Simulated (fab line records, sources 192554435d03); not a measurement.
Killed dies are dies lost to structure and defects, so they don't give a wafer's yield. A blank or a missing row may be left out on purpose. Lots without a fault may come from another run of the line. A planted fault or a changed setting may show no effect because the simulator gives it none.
Which tool did it? | flow n5_finfet | 10 lots, 28 wafers sampled, at 5 steps of a route of 1938

WHAT THE GAUGES READ, wafer by wafer
N5_START_INSPECT_01: inspects for defects (unpatterned scan). Usual: raw_defect_count 5.9, standard deviation 2.2.
lot  | measured    | on                | raw_defect_count | flag
L401 | day 1 12:13 | defect_inspect-02 | 8 4 5            |
L402 | day 1 18:02 | defect_inspect-02 | 3 7              |
L405 | day 2 12:02 | defect_inspect-02 | 7 10 11          |
L406 | day 2 18:02 | defect_inspect-02 | 12 7 8           |
L408 | day 3 06:02 | defect_inspect-02 | 11 4 8           |
L414 | day 4 18:02 | defect_inspect-01 | 4 7              |
L418 | day 5 18:02 | defect_inspect-02 | 9 6 7            |
L419 | day 6 00:02 | defect_inspect-01 | 6 2 9            |
L421 | day 6 12:02 | defect_inspect-01 | 5 2 8            |
L423 | day 7 00:02 | defect_inspect-02 | 6 6 9            |

N5_BEOL_M4_RC_MEAS_101. Usual: DIBL_N 36.0 mV/V, standard deviation 1.6; DIBL_P 36.1 mV/V, standard deviation 2; IOFF_N 0.160 nA/um, standard deviation 0.029; IOFF_P 0.21 nA/um, standard deviation 0.039; ION_N 675 uA/um, standard deviation 13; ION_P 464 uA/um, standard deviation 8.8; RS_NWELL 1038 ohm/sq, standard deviation 6.2; SS_N 71.5 mV/dec, standard deviation 0.58; SS_P 73.3 mV/dec, standard deviation 0.65; VT_N 250 mV, standard deviation 3.3; VT_P -249 mV, standard deviation 3.6.
lot  | measured     | on        | DIBL_N (mV/V)  | DIBL_P (mV/V)  | IOFF_N (nA/um)    | IOFF_P (nA/um) | ION_N (uA/um) | ION_P (uA/um) | RS_NWELL (ohm/sq) | SS_N (mV/dec)  | SS_P (mV/dec)  | VT_N (mV)   | VT_P (mV)      | flag
L401 | day 7 20:04  | prober-02 | 37.4 35.6 36.4 | 36.9 34.9 33.6 | 0.164 0.128 0.141 | 0.21 0.19 0.17 | 676 659 662   | 456 454 449   | 1035 1035 1034    | 72.0 71.5 71.6 | 73.4 73.0 72.7 | 247 251 254 | -252 -253 -255 |
L402 | day 8 01:37  | prober-01 | 37.5 36.0      | 36.4 34.5      | 0.174 0.149       | 0.24 0.21      | 666 667       | 460 460       | 1037 1045         | 71.8 71.1      | 74.0 72.7      | 251 251     | -248 -250      |
L405 | day 8 23:21  | prober-02 | 33.7 32.2 35.7 | 35.3 33.5 37.8 | 0.146 0.118 0.175 | 0.19 0.17 0.23 | 678 675 678   | 463 466 463   | 1039 1040 1038    | 71.2 70.8 70.7 | 73.1 72.7 73.7 | 250 253 247 | -252 -250 -249 |
L406 | day 9 12:39  | prober-02 | 38.0 36.7 37.5 | 36.8 35.3 37.1 | 0.166 0.154 0.152 | 0.23 0.22 0.23 | 681 677 670   | 471 465 465   | 1256 1263 1270    | 71.6 70.8 72.2 | 73.6 73.0 73.3 | 250 250 252 | -248 -249 -247 | OFF
L408 | day 9 17:04  | prober-02 | 38.5 37.1 36.1 | 37.3 36.6 35.6 | 0.190 0.154 0.140 | 0.25 0.24 0.23 | 671 660 665   | 466 461 467   | 1266 1278 1264    | 72.3 72.0 71.3 | 74.0 73.3 73.6 | 248 250 250 | -244 -245 -242 | OFF
L414 | day 10 22:27 | prober-01 | 35.6 36.5      | 34.9 37.6      | 0.155 0.178       | 0.22 0.27      | 652 689       | 457 474       | 1046 1030         | 71.7 71.2      | 72.7 74.2      | 250 247     | -248 -246      |
L418 | day 12 04:14 | prober-01 | 37.1 35.7 34.8 | 38.1 36.5 35.1 | 0.203 0.154 0.144 | 0.22 0.20 0.18 | 685 661 670   | 463 463 455   | 1052 1043 1032    | 71.5 71.4 70.7 | 73.6 73.8 72.9 | 245 248 250 | -248 -248 -253 |
L419 | day 12 22:20 | prober-02 | 37.0 38.7 38.2 | 37.9 39.9 40.1 | 0.177 0.218 0.195 | 0.24 0.30 0.29 | 694 711 689   | 478 482 480   | 1044 1044 1036    | 72.3 72.2 72.1 | 73.2 74.3 73.8 | 245 244 244 | -245 -244 -244 |
L421 | day 13 13:07 | prober-02 | 35.4 36.8 38.6 | 35.1 36.5 39.2 | 0.146 0.159 0.210 | 0.20 0.22 0.27 | 695 675 706   | 478 466 479   | 1038 1036 1033    | 71.2 71.7 72.0 | 72.2 73.2 74.0 | 249 251 247 | -251 -248 -247 |
L423 | day 13 15:26 | prober-02 | 34.6 35.0 37.1 | 33.6 35.3 37.7 | 0.128 0.139 0.180 | 0.19 0.21 0.25 | 664 657 682   | 462 458 465   | 1036 1041 1041    | 70.7 71.5 71.9 | 72.0 72.9 74.1 | 253 253 247 | -247 -251 -247 |

WHICH TOOL RAN EACH LOT (tool, then ch and the chambers of the sampled wafers, then the start)
lot  | N5_WELL_APT_IMPLANT_14         | N5_WELL_APT_RTA_34              | N5_PMOS_HMC_CHANNEL_EPI_DESCUM_14
L401 | implanter-02 ch 0, day 1 14:13 | rtp_anneal-01 ch 0, day 1 16:40 | rie_diel-02 ch 1,2,3, day 1 18:15
L402 | implanter-01 ch 0, day 1 20:04 | rtp_anneal-02 ch 0, day 1 21:53 | rie_diel-01 ch 0,2, day 1 23:16
L405 | implanter-01 ch 0, day 2 14:13 | rtp_anneal-02 ch 0, day 2 16:10 | rie_diel-05 ch 2,3, day 2 17:24
L406 | implanter-01 ch 0, day 2 19:53 | rtp_anneal-01 ch 0, day 2 21:41 | rie_diel-01 ch 0,2,3, day 2 23:24
L408 | implanter-01 ch 0, day 3 08:11 | rtp_anneal-01 ch 0, day 3 09:59 | rie_diel-01 ch 0,1,2, day 3 11:42
L414 | implanter-02 ch 0, day 4 19:50 | rtp_anneal-02 ch 0, day 4 21:46 | rie_diel-05 ch 1,2, day 4 23:40
L418 | implanter-01 ch 0, day 5 19:54 | rtp_anneal-02 ch 0, day 5 21:42 | rie_diel-05 ch 1,2,3, day 5 23:31
L419 | implanter-02 ch 0, day 6 02:23 | rtp_anneal-02 ch 0, day 6 04:14 | rie_diel-02 ch 2,3, day 6 05:38
L421 | implanter-02 ch 0, day 6 14:07 | rtp_anneal-01 ch 0, day 6 15:59 | rie_diel-05 ch 0,2, day 6 17:37
L423 | implanter-01 ch 0, day 7 02:01 | rtp_anneal-01 ch 0, day 7 04:01 | rie_diel-01 ch 1,2, day 7 05:25
- N5_WELL_APT_IMPLANT_14
- N5_WELL_APT_RTA_34: time 10 s.
- N5_PMOS_HMC_CHANNEL_EPI_DESCUM_14: chemistry O2, time 7.9 s.

WHAT THE TOOLS THEMSELVES READ (means of the sampled wafers that have a number; where no wafer has one, the mark that the record gives instead)
N5_WELL_APT_IMPLANT_14. Usual: beam_energy_keV 160.01, standard deviation 0.047; dose_ions_cm2 1.5e+13, standard deviation 1.6e+10; faraday_current_uA 190, standard deviation 3.8.
lot  | tool         | beam_energy_keV | dose_ions_cm2 | faraday_current_uA | flag
L401 | implanter-02 | 159.96          | 1.5e+13       | 190                |
L402 | implanter-01 | 160.00          | 1.5e+13       | 188                |
L405 | implanter-01 | 160.04          | 1.5e+13       | 191                |
L406 | implanter-01 | 159.98          | 1.1e+13       | 136                | OFF
L408 | implanter-01 | 159.95          | 1.1e+13       | 134                | OFF
L414 | implanter-02 | 159.98          | 1.5e+13       | 194                |
L418 | implanter-01 | 160.00          | 1.5e+13       | 190                |
L419 | implanter-02 | 160.06          | 1.5e+13       | 192                |
L421 | implanter-02 | 159.96          | 1.5e+13       | 193                |
L423 | implanter-01 | 160.06          | 1.5e+13       | 186                |

N5_WELL_APT_RTA_34. Usual: lamp_power_pct 13.01 %, standard deviation 0.057; wafer_temp_C_max 1003.6, standard deviation 1.1.
lot  | tool          | lamp_power_pct (%) | wafer_temp_C_max | flag
L401 | rtp_anneal-01 | 13.05              | 1003.0           |
L402 | rtp_anneal-02 | 12.96              | 1003.1           |
L405 | rtp_anneal-02 | 13.01              | 1003.0           |
L406 | rtp_anneal-01 | 13.00              | 1003.7           |
L408 | rtp_anneal-01 | 12.99              | 1003.8           |
L414 | rtp_anneal-02 | 13.03              | 1005.0           |
L418 | rtp_anneal-02 | 12.99              | 1003.3           |
L419 | rtp_anneal-02 | 13.03              | 1004.7           |
L421 | rtp_anneal-01 | 12.98              | 1003.1           |
L423 | rtp_anneal-01 | 12.98              | 1002.8           |

N5_PMOS_HMC_CHANNEL_EPI_DESCUM_14. Usual: chamber_pressure_mTorr 19.999 mTorr, standard deviation 0.019; drypump_motor_current_A 5.8 A, standard deviation 0.37; oes_product_au 0.78 a.u., standard deviation 0.068; rf_vpp_V 243.5 V, standard deviation 1.4; showerhead_plenum_p_Torr 2.12 Torr, standard deviation 0.071; throttle_valve_pct 20.45 %, standard deviation 0.19.
lot  | tool        | chamber_pressure_mTorr (mTorr) | drypump_motor_current_A (A) | oes_product_au (a.u.) | rf_vpp_V (V) | showerhead_plenum_p_Torr (Torr) | throttle_valve_pct (%) | flag
L401 | rie_diel-02 | 19.999                         | 5.7                         | 0.76                  | 244.2        | 2.10                            | 20.34                  |
L402 | rie_diel-01 | 19.987                         | 6.0                         | 0.80                  | 242.7        | 2.10                            | 20.55                  |
L405 | rie_diel-05 | 19.997                         | 5.6                         | 0.75                  | 244.2        | 2.17                            | 20.43                  |
L406 | rie_diel-01 | 19.986                         | 5.6                         | 0.77                  | 242.2        | 2.08                            | 20.55                  |
L408 | rie_diel-01 | 20.012                         | 6.1                         | 0.85                  | 243.3        | 2.11                            | 20.43                  |
L414 | rie_diel-05 | 19.980                         | 5.7                         | 0.73                  | 242.8        | 2.08                            | 20.57                  |
L418 | rie_diel-05 | 19.995                         | 5.6                         | 0.73                  | 242.9        | 2.11                            | 20.57                  |
L419 | rie_diel-02 | 20.030                         | 5.3                         | 0.74                  | 242.8        | 2.05                            | 20.30                  |
L421 | rie_diel-05 | 20.004                         | 5.7                         | 0.81                  | 244.8        | 2.19                            | 20.37                  |
L423 | rie_diel-01 | 19.985                         | 6.3                         | 0.86                  | 244.4        | 2.14                            | 20.31                  |

THE ANSWER, worked out from the rows above alone
Rule: a lot is off if the mean of its wafers that have a number lies more than 3 standard deviations from the usual mean. A lot without any number at a reading at which 4 lots or more have one is off too. The other lots that the step has rows for count as sound. The gauges are gone through in route order, then the tools' own readings, and for those a lot's mean is taken as printed above. The first step at which some lot is off is used, and at that step the reading that is off furthest; a lot without a number counts as furthest.
Off: L406, L408, at N5_BEOL_M4_RC_MEAS_101 (RS_NWELL).
A tool fits if, at a process step before that reading, it ran every lot that is off, and no sound lot after the first of them. The gauges at N5_BEOL_M4_RC_MEAS_101 aren't tried: what is off there is off at N5_WELL_APT_IMPLANT_14 too, on other tools, and a gauge's error can't cause that. None of those tried fits.

WHAT THE SIMULATOR HAD PUT IN
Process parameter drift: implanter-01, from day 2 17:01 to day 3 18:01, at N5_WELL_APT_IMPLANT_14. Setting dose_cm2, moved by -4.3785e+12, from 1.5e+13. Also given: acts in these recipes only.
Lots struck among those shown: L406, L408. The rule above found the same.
